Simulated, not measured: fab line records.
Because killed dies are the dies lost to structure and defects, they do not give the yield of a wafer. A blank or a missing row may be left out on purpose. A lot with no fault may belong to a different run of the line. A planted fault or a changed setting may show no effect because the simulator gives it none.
Matching of chambers || flow n5_finfet || N5_HKMG_FIN_ETCH_86 on rie_diel-06 has 4 sister chambers
The step etches SOC in N2/H2, stops on TiN, target depth 393.2 nm. 18 wafers are shown with their chamber, then 9 later ones without.

EACH WAFER AND ITS CHAMBER
{"wafer": "L078.1", "chamber": 3, "showerhead_plenum_p_Torr (Torr)": 2.66, "drypump_motor_current_A (A)": 5.1, "throttle_valve_pct (%)": 18.4}
{"wafer": "L078.2", "chamber": 1, "showerhead_plenum_p_Torr (Torr)": 2.61, "drypump_motor_current_A (A)": 5.6, "throttle_valve_pct (%)": 18.1}
{"wafer": "L078.4", "chamber": 2, "showerhead_plenum_p_Torr (Torr)": 2.58, "drypump_motor_current_A (A)": 5.5, "throttle_valve_pct (%)": 17.8}
{"wafer": "L079.1", "chamber": 1, "showerhead_plenum_p_Torr (Torr)": 2.61, "drypump_motor_current_A (A)": 5.7, "throttle_valve_pct (%)": 18.1}
{"wafer": "L079.4", "chamber": 3, "showerhead_plenum_p_Torr (Torr)": 2.66, "drypump_motor_current_A (A)": 5.1, "throttle_valve_pct (%)": 18.4}
{"wafer": "L079.6", "chamber": 1, "showerhead_plenum_p_Torr (Torr)": 2.61, "drypump_motor_current_A (A)": 5.6, "throttle_valve_pct (%)": 18.1}
{"wafer": "L080.2", "chamber": 1, "showerhead_plenum_p_Torr (Torr)": 2.61, "drypump_motor_current_A (A)": 5.6, "throttle_valve_pct (%)": 18.1}
{"wafer": "L080.3", "chamber": 2, "showerhead_plenum_p_Torr (Torr)": 2.58, "drypump_motor_current_A (A)": 5.5, "throttle_valve_pct (%)": 17.8}
{"wafer": "L080.4", "chamber": 0, "showerhead_plenum_p_Torr (Torr)": 2.47, "drypump_motor_current_A (A)": 5.9, "throttle_valve_pct (%)": 17.4}
{"wafer": "L082.3", "chamber": 2, "showerhead_plenum_p_Torr (Torr)": 2.58, "drypump_motor_current_A (A)": 5.5, "throttle_valve_pct (%)": 17.8}
{"wafer": "L082.4", "chamber": 1, "showerhead_plenum_p_Torr (Torr)": 2.61, "drypump_motor_current_A (A)": 5.7, "throttle_valve_pct (%)": 18.2}
{"wafer": "L082.6", "chamber": 0, "showerhead_plenum_p_Torr (Torr)": 2.47, "drypump_motor_current_A (A)": 5.9, "throttle_valve_pct (%)": 17.5}
{"wafer": "L083.2", "chamber": 2, "showerhead_plenum_p_Torr (Torr)": 2.58, "drypump_motor_current_A (A)": 5.5, "throttle_valve_pct (%)": 17.8}
{"wafer": "L083.5", "chamber": 3, "showerhead_plenum_p_Torr (Torr)": 2.66, "drypump_motor_current_A (A)": 5.1, "throttle_valve_pct (%)": 18.4}
{"wafer": "L083.6", "chamber": 2, "showerhead_plenum_p_Torr (Torr)": 2.58, "drypump_motor_current_A (A)": 5.5, "throttle_valve_pct (%)": 17.8}
{"wafer": "L085.2", "chamber": 0, "showerhead_plenum_p_Torr (Torr)": 2.47, "drypump_motor_current_A (A)": 5.9, "throttle_valve_pct (%)": 17.5}
{"wafer": "L085.4", "chamber": 1, "showerhead_plenum_p_Torr (Torr)": 2.61, "drypump_motor_current_A (A)": 5.7, "throttle_valve_pct (%)": 18.2}
{"wafer": "L085.6", "chamber": 3, "showerhead_plenum_p_Torr (Torr)": 2.65, "drypump_motor_current_A (A)": 5.1, "throttle_valve_pct (%)": 18.4}

SIGNATURES (means of the wafers above)
{"reading": "showerhead_plenum_p_Torr", "chamber 0": 2.4700, "chamber 1": 2.6100, "chamber 2": 2.5800, "chamber 3": 2.6575, "scatter within a chamber": 0.00231}
{"reading": "drypump_motor_current_A", "chamber 0": 5.900, "chamber 1": 5.650, "chamber 2": 5.500, "chamber 3": 5.100, "scatter within a chamber": 0.0327}
{"reading": "throttle_valve_pct", "chamber 0": 17.467, "chamber 1": 18.133, "chamber 2": 17.800, "chamber 3": 18.400, "scatter within a chamber": 0.0378}
Rule: a wafer's distance from a chamber is the root of the sum, over the readings, of the square of ((its reading less the chamber's mean) divided by the reading's scatter). The wafer belongs to the nearest chamber; if the next one is less than 2 further off, it can't be placed. The scatter: take each reading less its chamber's mean, square it, sum over the shown wafers, divide by the number of wafers less the number of chambers, and take the root.

WAFERS WITH NO CHAMBER GIVEN
{"wafer": "L086.1", "showerhead_plenum_p_Torr (Torr)": 2.65, "drypump_motor_current_A (A)": 5.1, "throttle_valve_pct (%)": 18.4}
{"wafer": "L086.2", "showerhead_plenum_p_Torr (Torr)": 2.61, "drypump_motor_current_A (A)": 5.6, "throttle_valve_pct (%)": 18.2}
{"wafer": "L086.3", "showerhead_plenum_p_Torr (Torr)": 2.47, "drypump_motor_current_A (A)": 5.9, "throttle_valve_pct (%)": 17.5}
{"wafer": "L092.2", "showerhead_plenum_p_Torr (Torr)": 2.46, "drypump_motor_current_A (A)": 5.9, "throttle_valve_pct (%)": 17.5}
{"wafer": "L092.4", "showerhead_plenum_p_Torr (Torr)": 2.57, "drypump_motor_current_A (A)": 5.5, "throttle_valve_pct (%)": 17.8}
{"wafer": "L092.5", "showerhead_plenum_p_Torr (Torr)": 2.65, "drypump_motor_current_A (A)": 5.1, "throttle_valve_pct (%)": 18.4}
{"wafer": "L076.2", "showerhead_plenum_p_Torr (Torr)": 2.46, "drypump_motor_current_A (A)": 5.9, "throttle_valve_pct (%)": 17.5}
{"wafer": "L076.3", "showerhead_plenum_p_Torr (Torr)": 2.60, "drypump_motor_current_A (A)": 5.7, "throttle_valve_pct (%)": 18.2}
{"wafer": "L076.5", "showerhead_plenum_p_Torr (Torr)": 2.65, "drypump_motor_current_A (A)": 5.1, "throttle_valve_pct (%)": 18.4}

CHAMBER TAKEN BY EACH
{"wafer": "L086.1", "from the rows above": 3, "in truth": 3}
{"wafer": "L086.2", "from the rows above": 1, "in truth": 1}
{"wafer": "L086.3", "from the rows above": 0, "in truth": 0}
{"wafer": "L092.2", "from the rows above": 0, "in truth": 0}
{"wafer": "L092.4", "from the rows above": 2, "in truth": 2}
{"wafer": "L092.5", "from the rows above": 3, "in truth": 3}
{"wafer": "L076.2", "from the rows above": 0, "in truth": 0}
{"wafer": "L076.3", "from the rows above": 1, "in truth": 1}
{"wafer": "L076.5", "from the rows above": 3, "in truth": 3}
Placed correctly: 9 of 9. From these rows, 0 cannot be placed. Wrongly placed: 0.
